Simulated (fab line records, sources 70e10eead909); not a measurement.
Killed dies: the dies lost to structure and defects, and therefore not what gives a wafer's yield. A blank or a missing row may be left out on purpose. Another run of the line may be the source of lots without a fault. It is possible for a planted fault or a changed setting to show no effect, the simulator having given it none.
A lot that was struck, set against a sound lot | flow nand harc | 15 out of 1302 route steps
Sound: wafers L652.1, L652.2, L652.5. Struck: wafers L670.1, L670.4. (L670.5 of the same lot was not struck and is left out.) The cause comes at the end.
Each step with rows lists, per side, the tool, then ch with its chambers, then its first start. Under that, the readings that differ: sound wafers | struck wafers | difference of the means | sigmas: that difference in standard deviations of wafers without a fault.
alike: readings whose means differ by less than 2 such deviations, and words and numbers that are the same on both sides. not compared: withheld readings, readings that some wafer has no value for, bounds like >300 that may hide the same value, and numbers for which the record gives no deviation and whose values overlap.
A row with sigmas, a row that says differs or no value, or rows on one side alone: a step with any of these is where the two part. Non-overlapping numbers with no deviation appear without sigmas and do not part them. A reading that every wafer of one side lacks parts them only if that side has two wafers or more.

first, 4 steps without rows for these wafers: NHARC_P_BONDPAD_EBR_05; NHARC_P_BONDPAD_EXPOSE_06 (exposes mask P BPAD); NHARC_P_BONDPAD_PEB_07 (peb time 80 s); NHARC_P_BONDPAD_DEVELOP_08 (time 50 s).
NHARC_P_BONDPAD_CD_MEAS_09: target cd 500 nm.
  sound on cd sem-01 ch 0, day 6 22:25; struck on cd sem-03 ch 0, day 14 09:49
  alike: cd nm
NHARC_P_BONDPAD_OVL_MEAS_38:
  sound on overlay-02, day 6 22:30; struck on overlay-02, day 14 09:54
  reading           | sound       | struck | difference | sigmas
  overlay x nm (nm) | -10 -10 -10 | 9 9    | +19        | +3
  alike: overlay y nm
then, 1 step without rows for these wafers: NHARC_P_BONDPAD_HARDBAKE_10 (time 65 s).
NHARC_P_BONDPAD_DESCUM_11: chemistry O2, time 3 s.
  sound on rie diel-12 ch 0,1, day 6 22:38; struck on rie diel-10 ch 2,3, day 14 10:01
  reading      | sound          | struck    | difference | sigmas
  rf vpp V (V) | 58.3 55.9 56.7 | 57.5 60.1 | +1.8       | +2
  alike: drypump motor current A, oes product au, showerhead plenum p Torr, throttle valve pct
  not compared: rf hours counter h
NHARC_P_BONDPAD_ETCH_37: etches the open film in N2/H2, target depth 60 nm, overetch 18 nm, time 65.91 s.
  sound on rie diel-12 ch 0,1, day 6 22:43; struck on rie diel-10 ch 0,1, day 14 10:07
  alike: drypump motor current A, oes product au, rf fwd power W, rf vpp V, showerhead plenum p Torr, throttle valve pct
  not compared: rf hours counter h
NHARC_P_BONDPAD_ETCH_12: etches the open film in CHF3/O2, target depth 200 nm, time 100 s.
  sound: rie diel-12 ch 1,2,3; struck: rie diel-10 ch 1,2
  alike: chf3 flow sccm, drypump motor current A, oes product au, rf fwd power W, rf vpp V, showerhead plenum p Torr, throttle valve pct
  not compared: rf hours counter h
NHARC_P_BONDPAD_CD_MEAS_13:
  sound on cd sem-01, day 6 22:56; struck on cd sem-02, day 14 10:20
  alike: cd nm
NHARC_P_BONDPAD_STRIP_15: strips in O2.
  sound on rie diel-12 ch 1,2,3, day 6 23:03; struck on rie diel-12 ch 0,2, day 14 10:26
  alike: drypump motor current A, oes product au, rf vpp V, showerhead plenum p Torr, throttle valve pct
  not compared: rf hours counter h
NHARC_P_BONDPAD_ETCH_24: etches the open film in CF4/N2, target depth 30 nm, time 72.99 s.
  sound on rie diel-12 ch 0,1, day 6 23:10; struck on rie diel-12 ch 1,3, day 14 10:34
  reading        | sound       | struck          | difference | sigmas
  over etch frac | 0.3 0.3 0.3 | 0.26875 0.26875 | -0.03125   |
  alike: drypump motor current A, oes product au, rf fwd power W, rf vpp V, showerhead plenum p Torr, throttle valve pct
  not compared: rf hours counter h
then, 1 step without rows for these wafers: NHARC_P_BONDPAD_STRIP_16 (strips in post etch residue remover, time 600 s).
-- the record jumps here: 17 days lie between the struck wafers' starts before and after (it left off in module P_BONDPAD and takes up again in module END, whose first step shown is number 1302 of the route) --
NHARC_END_SORT_01:
  sound on prober-01 ch 0, day 24 17:40; struck on prober-02 ch 0, day 31 19:54
  alike: defect limited yield, killed at array, killed at other, killed at periphery, killed dies, killed open, killed short, sort_bin_2_pct, sort_bin_3_pct, sort_bin_4_pct, sort n pass, sort rim yield pct, sort yield pct

## WHERE THEY PART
Last at NHARC_P_BONDPAD_DESCUM_11 as far as this record goes, first at NHARC_P_BONDPAD_OVL_MEAS_38. Later steps at which nothing parts them and some readings are alike: NHARC_P_BONDPAD_ETCH_37, NHARC_P_BONDPAD_ETCH_12, NHARC_P_BONDPAD_CD_MEAS_13, NHARC_P_BONDPAD_STRIP_15, NHARC_P_BONDPAD_ETCH_24, NHARC_END_SORT_01.

WHY: what had been put in by the simulator
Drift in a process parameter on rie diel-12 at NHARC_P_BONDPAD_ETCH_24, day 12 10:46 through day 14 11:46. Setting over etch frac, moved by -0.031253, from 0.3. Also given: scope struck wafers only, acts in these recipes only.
